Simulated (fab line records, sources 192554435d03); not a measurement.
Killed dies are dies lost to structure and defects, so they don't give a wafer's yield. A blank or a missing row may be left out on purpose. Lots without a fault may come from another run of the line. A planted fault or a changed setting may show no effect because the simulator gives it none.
Which tool did it? | flow n5_finfet | 24 lots, 72 wafers sampled, at 6 steps of a route of 1938

WHAT THE GAUGES READ, wafer by wafer
N5_BEOL_M3_THK_MEAS_53: measures by xrf.
lot  | measured     | on            | M3_THK (nm)
L074 | day 7 10:16  | film_metro-02 | 41.9 43.4 40.4
L075 | day 7 17:19  | film_metro-01 | 37.7 43.3 39.3
L077 | day 8 08:44  | film_metro-02 | 43.1 39.7 42.7
L076 | day 8 11:44  | film_metro-02 | 39.3 38.9 38.9
L078 | day 9 03:19  | film_metro-02 | 39.5 39.8 41.0
L079 | day 9 14:11  | film_metro-02 | 40.0 40.8 42.4
L080 | day 9 19:06  | film_metro-01 | 41.7 41.4 40.2
L081 | day 9 19:20  | film_metro-02 | 39.9 43.2 40.0
L082 | day 9 21:17  | film_metro-01 | 39.6 38.7 41.3
L085 | day 10 01:05 | film_metro-02 | 43.0 43.3 42.7
L083 | day 10 02:57 | film_metro-02 | 42.3 40.1 41.5
L084 | day 10 10:47 | film_metro-02 | 36.8 39.7 40.8
L087 | day 10 13:31 | film_metro-01 | 41.2 40.0 41.8
L086 | day 10 13:57 | film_metro-02 | 41.4 41.0 39.6
L088 | day 11 04:05 | film_metro-01 | 40.2 41.2 39.2
L089 | day 11 13:00 | film_metro-02 | 39.8 40.9 40.2
L090 | day 12 02:34 | film_metro-02 | 40.7 45.2 44.9
L092 | day 12 02:50 | film_metro-01 | 37.5 39.6 38.1
L093 | day 12 07:02 | film_metro-01 | 41.0 38.9 41.4
L091 | day 12 08:07 | film_metro-02 | 38.8 41.2 41.4
L094 | day 12 18:04 | film_metro-01 | 39.7 42.7 38.2
L095 | day 12 23:52 | film_metro-02 | 40.5 39.1 38.5
L097 | day 13 04:28 | film_metro-01 | 41.0 40.6 41.2
L096 | day 13 14:44 | film_metro-01 | 39.2 39.7 37.3

N5_BEOL_M4_OVL_MEAS_12.
lot  | measured     | on         | M4_OVL (nm)
L074 | day 7 12:10  | overlay-02 | -1.3 -1.3 -0.1
L075 | day 7 18:37  | overlay-01 | 0.2 0.5 0.7
L077 | day 8 13:23  | overlay-01 | -0.1 0.8 0.4
L076 | day 8 13:42  | overlay-01 | 0.3 -0.1 -0.8
L078 | day 9 06:57  | overlay-02 | -0.9 -0.7 0.1
L079 | day 9 15:09  | overlay-01 | 0.0 -0.7 0.4
L080 | day 9 21:15  | overlay-01 | -0.4 0.2 -0.9
L081 | day 9 21:25  | overlay-02 | 0.3 0.8 1.0
L082 | day 9 22:41  | overlay-01 | -1.1 -0.5 -1.1
L085 | day 10 03:05 | overlay-02 | 0.1 -1.1 -0.6
L083 | day 10 04:22 | overlay-02 | 0.2 1.1 0.2
L084 | day 10 13:53 | overlay-02 | 0.1 0.6 0.7
L087 | day 10 14:55 | overlay-02 | -0.3 1.2 0.8
L086 | day 10 17:21 | overlay-01 | -0.8 -1.0 -0.6
L088 | day 11 05:56 | overlay-02 | 0.1 0.2 0.2
L089 | day 11 14:11 | overlay-01 | 0.5 0.2 0.0
L090 | day 12 03:50 | overlay-02 | 0.5 0.8 0.3
L092 | day 12 04:56 | overlay-01 | -0.4 0.4 -0.4
L093 | day 12 09:55 | overlay-02 | 0.9 -0.5 0.2
L091 | day 12 10:22 | overlay-02 | -1.4 1.1 -0.3
L094 | day 12 20:34 | overlay-02 | -0.5 -0.2 0.2
L095 | day 13 01:40 | overlay-01 | -1.2 1.2 -0.1
L097 | day 13 05:33 | overlay-02 | -0.2 -0.7 -0.9
L096 | day 13 18:24 | overlay-01 | 0.4 0.0 0.0

N5_BEOL_M4_OCD_MEAS_38.
lot  | measured     | on     | trench_depth_nm (nm)
L074 | day 8 07:47  | ocd-02 | 55.2 55.2 53.9
L075 | day 8 13:02  | ocd-02 | 54.4 56.2 55.5
L077 | day 8 15:07  | ocd-02 | 55.9 55.7 56.1
L076 | day 8 15:20  | ocd-02 | 53.0 54.2 53.8
L078 | day 9 13:47  | ocd-02 | 55.1 56.4 54.8
L079 | day 9 18:19  | ocd-02 | 54.4 51.8 55.0
L080 | day 10 00:23 | ocd-02 | 53.0 55.7 55.5
L081 | day 10 03:32 | ocd-02 | 54.3 53.6 55.8
L082 | day 10 06:39 | ocd-02 | 53.7 53.6 55.1
L085 | day 10 17:00 | ocd-02 | 53.6 54.0 54.0
L083 | day 10 20:55 | ocd-02 | 53.9 54.8 53.4
L084 | day 11 00:25 | ocd-02 | 54.2 52.2 53.7
L087 | day 11 00:50 | ocd-02 | 53.4 55.1 54.8
L086 | day 11 05:17 | ocd-02 | 52.8 55.0 55.0
L088 | day 11 12:32 | ocd-02 | 55.4 54.1 53.8
L089 | day 11 18:12 | ocd-02 | 55.0 54.2 55.5
L090 | day 12 11:11 | ocd-02 | 53.1 55.2 55.2
L092 | day 12 14:20 | ocd-02 | 54.7 53.7 53.2
L093 | day 12 20:07 | ocd-02 | 56.2 56.5 55.5
L091 | day 12 17:14 | ocd-02 | 53.7 53.1 54.4
L094 | day 13 11:31 | ocd-02 | 56.3 55.6 56.8
L095 | day 13 19:11 | ocd-01 | 54.2 55.6 55.6
L097 | day 13 19:09 | ocd-01 | 56.1 53.7 54.1
L096 | day 13 21:50 | ocd-01 | 54.3 53.3 53.6

WHICH TOOL RAN EACH LOT (tool, then ch and the chambers of the sampled wafers, then the start)
lot  | N5_BEOL_M3_SPUTTER_48        | N5_BEOL_M3_SPUTTER_79        | N5_BEOL_M4_ETCH_77
L074 | pvd_sputter-03, day 7 07:43  | pvd_sputter-03, day 7 07:56  | rie_diel-06 ch 2,3, day 7 13:25
L075 | pvd_sputter-03, day 7 14:47  | pvd_sputter-03, day 7 15:00  | rie_diel-02 ch 2,3, day 7 19:36
L077 | pvd_sputter-01, day 8 06:10  | pvd_sputter-01, day 8 06:23  | rie_diel-02 ch 0,2, day 8 14:30
L076 | pvd_sputter-02, day 8 09:12  | pvd_sputter-02, day 8 09:25  | rie_diel-02 ch 0,1,2, day 8 14:43
L078 | pvd_sputter-02, day 9 00:41  | pvd_sputter-02, day 9 00:55  | rie_diel-03 ch 0,1, day 9 08:07
L079 | pvd_sputter-02, day 9 11:38  | pvd_sputter-02, day 9 11:51  | rie_diel-02 ch 1,2, day 9 16:17
L080 | pvd_sputter-01, day 9 16:33  | pvd_sputter-01, day 9 16:46  | rie_diel-02 ch 0,1,2, day 9 22:23
L081 | pvd_sputter-03, day 9 16:47  | pvd_sputter-03, day 9 17:00  | rie_diel-03 ch 0,1,2, day 9 22:26
L082 | pvd_sputter-03, day 9 18:44  | pvd_sputter-03, day 9 18:58  | rie_diel-02 ch 0,2,3, day 10 00:26
L085 | pvd_sputter-01, day 9 22:32  | pvd_sputter-01, day 9 22:45  | rie_diel-06 ch 1,2,3, day 10 04:29
L083 | pvd_sputter-01, day 10 00:22 | pvd_sputter-01, day 10 00:35 | rie_diel-03 ch 0,1,2, day 10 05:22
L084 | pvd_sputter-01, day 10 08:13 | pvd_sputter-01, day 10 08:26 | rie_diel-03 ch 1,3, day 10 15:01
L087 | pvd_sputter-02, day 10 10:56 | pvd_sputter-02, day 10 11:09 | rie_diel-06 ch 0,1, day 10 16:02
L086 | pvd_sputter-03, day 10 11:24 | pvd_sputter-03, day 10 11:37 | rie_diel-06 ch 1,3, day 10 18:27
L088 | pvd_sputter-01, day 11 01:32 | pvd_sputter-01, day 11 01:45 | rie_diel-06 ch 0,2, day 11 07:05
L089 | pvd_sputter-03, day 11 10:28 | pvd_sputter-03, day 11 10:41 | rie_diel-03 ch 0,1,2, day 11 15:17
L090 | pvd_sputter-01, day 12 00:01 | pvd_sputter-01, day 12 00:14 | rie_diel-02 ch 1,2, day 12 05:09
L092 | pvd_sputter-03, day 12 00:08 | pvd_sputter-03, day 12 00:22 | rie_diel-02 ch 0,2,3, day 12 06:29
L093 | pvd_sputter-01, day 12 04:29 | pvd_sputter-01, day 12 04:42 | rie_diel-03 ch 0,2,3, day 12 10:55
L091 | pvd_sputter-02, day 12 05:07 | pvd_sputter-02, day 12 05:20 | rie_diel-06 ch 0,1,2, day 12 11:32
L094 | pvd_sputter-02, day 12 15:24 | pvd_sputter-02, day 12 15:37 | rie_diel-02 ch 0,1, day 12 21:46
L095 | pvd_sputter-01, day 12 21:20 | pvd_sputter-01, day 12 21:33 | rie_diel-03 ch 0,1,3, day 13 02:40
L097 | pvd_sputter-03, day 13 01:55 | pvd_sputter-03, day 13 02:08 | rie_diel-03 ch 1,3, day 13 06:43
L096 | pvd_sputter-01, day 13 12:12 | pvd_sputter-01, day 13 12:25 | rie_diel-06 ch 0,2,3, day 13 19:43
- N5_BEOL_M3_SPUTTER_48: material Cu, target thk 4.5 nm, time 8.29 s.
- N5_BEOL_M3_SPUTTER_79: material Cu, target thk 4.5 nm, time 8.29 s.
- N5_BEOL_M4_ETCH_77: etches underlayer in N2/H2, target depth 6.5 nm, time 5.2 s.

WHAT THE TOOLS THEMSELVES READ (means of the sampled wafers that have a number; where no wafer has one, the mark that the record gives instead)
N5_BEOL_M3_SPUTTER_48.
lot  | tool           | throttle_valve_pct (%)
L074 | pvd_sputter-03 | 29.7
L075 | pvd_sputter-03 | 29.4
L077 | pvd_sputter-01 | 29.3
L076 | pvd_sputter-02 | 28.8
L078 | pvd_sputter-02 | 29.0
L079 | pvd_sputter-02 | 29.7
L080 | pvd_sputter-01 | 29.2
L081 | pvd_sputter-03 | 29.6
L082 | pvd_sputter-03 | 30.5
L085 | pvd_sputter-01 | 30.5
L083 | pvd_sputter-01 | 28.9
L084 | pvd_sputter-01 | 29.8
L087 | pvd_sputter-02 | 29.0
L086 | pvd_sputter-03 | 30.1
L088 | pvd_sputter-01 | 29.1
L089 | pvd_sputter-03 | 29.7
L090 | pvd_sputter-01 | 28.9
L092 | pvd_sputter-03 | 29.7
L093 | pvd_sputter-01 | 29.3
L091 | pvd_sputter-02 | 29.4
L094 | pvd_sputter-02 | 30.1
L095 | pvd_sputter-01 | 29.1
L097 | pvd_sputter-03 | 29.0
L096 | pvd_sputter-01 | 29.6

N5_BEOL_M3_SPUTTER_79.
lot  | tool           | throttle_valve_pct (%)
L074 | pvd_sputter-03 | 29.5
L075 | pvd_sputter-03 | 29.6
L077 | pvd_sputter-01 | 29.4
L076 | pvd_sputter-02 | 28.6
L078 | pvd_sputter-02 | 29.2
L079 | pvd_sputter-02 | 29.7
L080 | pvd_sputter-01 | 29.2
L081 | pvd_sputter-03 | 29.6
L082 | pvd_sputter-03 | 30.7
L085 | pvd_sputter-01 | 30.6
L083 | pvd_sputter-01 | 28.7
L084 | pvd_sputter-01 | 29.7
L087 | pvd_sputter-02 | 29.0
L086 | pvd_sputter-03 | 29.9
L088 | pvd_sputter-01 | 29.2
L089 | pvd_sputter-03 | 29.8
L090 | pvd_sputter-01 | 28.8
L092 | pvd_sputter-03 | 29.6
L093 | pvd_sputter-01 | 29.4
L091 | pvd_sputter-02 | 29.2
L094 | pvd_sputter-02 | 30.1
L095 | pvd_sputter-01 | 29.2
L097 | pvd_sputter-03 | 29.0
L096 | pvd_sputter-01 | 29.7

N5_BEOL_M4_ETCH_77.
lot  | tool        | drypump_motor_current_A (A) | etch_rf_on_time_s (s) | oes_product_au (a.u.) | rf_vpp_V (V) | showerhead_plenum_p_Torr (Torr) | throttle_valve_pct (%)
L074 | rie_diel-06 | 5.8                         | 5.30                  | 0.69                  | 522.5        | 2.50                            | 17.80
L075 | rie_diel-02 | 5.2                         | 5.16                  | 0.74                  | 525.4        | 2.55                            | 18.02
L077 | rie_diel-02 | 5.3                         | 5.31                  | 0.67                  | 523.6        | 2.53                            | 18.07
L076 | rie_diel-02 | 5.2                         | 5.30                  | 0.70                  | 522.2        | 2.51                            | 18.02
L078 | rie_diel-03 | 5.7                         | 5.26                  | 0.71                  | 527.6        | 2.65                            | 17.38
L079 | rie_diel-02 | 5.1                         | 5.21                  | 0.74                  | 522.3        | 2.49                            | 18.08
L080 | rie_diel-02 | 5.2                         | 5.29                  | 0.69                  | 523.5        | 2.50                            | 18.04
L081 | rie_diel-03 | 5.7                         | 5.23                  | 0.72                  | 526.0        | 2.62                            | 17.40
L082 | rie_diel-02 | 5.3                         | 5.33                  | 0.66                  | 523.5        | 2.56                            | 18.02
L085 | rie_diel-06 | 5.6                         | 5.31                  | 0.65                  | 522.8        | 2.48                            | 17.91
L083 | rie_diel-03 | 5.7                         | 5.19                  | 0.72                  | 526.5        | 2.62                            | 17.40
L084 | rie_diel-03 | 6.1                         | 5.26                  | 0.70                  | 525.2        | 2.57                            | 17.64
L087 | rie_diel-06 | 5.8                         | 5.28                  | 0.68                  | 519.6        | 2.45                            | 17.84
L086 | rie_diel-06 | 5.4                         | 5.20                  | 0.63                  | 522.4        | 2.46                            | 17.98
L088 | rie_diel-06 | 5.7                         | 5.43                  | 0.68                  | 522.0        | 2.46                            | 17.75
L089 | rie_diel-03 | 5.7                         | 5.27                  | 0.70                  | 524.7        | 2.61                            | 17.43
L090 | rie_diel-02 | 5.1                         | 5.21                  | 0.72                  | 522.0        | 2.48                            | 18.09
L092 | rie_diel-02 | 5.3                         | 5.30                  | 0.65                  | 523.9        | 2.55                            | 18.05
L093 | rie_diel-03 | 5.7                         | 5.22                  | 0.67                  | 525.2        | 2.59                            | 17.49
L091 | rie_diel-06 | 5.5                         | 5.39                  | 0.66                  | 519.9        | 2.44                            | 17.83
L094 | rie_diel-02 | 5.3                         | 5.49                  | 0.61                  | 523.1        | 2.50                            | 18.06
L095 | rie_diel-03 | 5.9                         | 5.24                  | 0.67                  | 526.1        | 2.59                            | 17.59
L097 | rie_diel-03 | 6.0                         | 5.16                  | 0.66                  | 523.8        | 2.55                            | 17.74
L096 | rie_diel-06 | 6.1                         | 5.27                  | 0.66                  | 520.6        | 2.49                            | 17.93

THE ANSWER, worked out from the rows above alone
Rule: what is usual is taken from the lots themselves. Put in order of their means at a reading, lots are off if they are a third of the lots or fewer, leave a main group of 4 or more, and stand apart from it by a gap of 3 or more times the standard deviation of the main group's means; of several such gaps the widest counts. A main group whose means are all the same, to the digits that the tables above print for the reading, isn't used. A lot without any number at a reading at which 4 lots or more have one is off too. The other lots that the step has rows for count as sound. The gauges are gone through in route order, then the tools' own readings, and for those a lot's mean is taken as printed above. The first step at which some lot is off is used, and at that step the reading that is off furthest; a lot without a number counts as furthest.
No lot is off at any reading shown: from this, nothing can be told.

WHAT THE SIMULATOR HAD PUT IN
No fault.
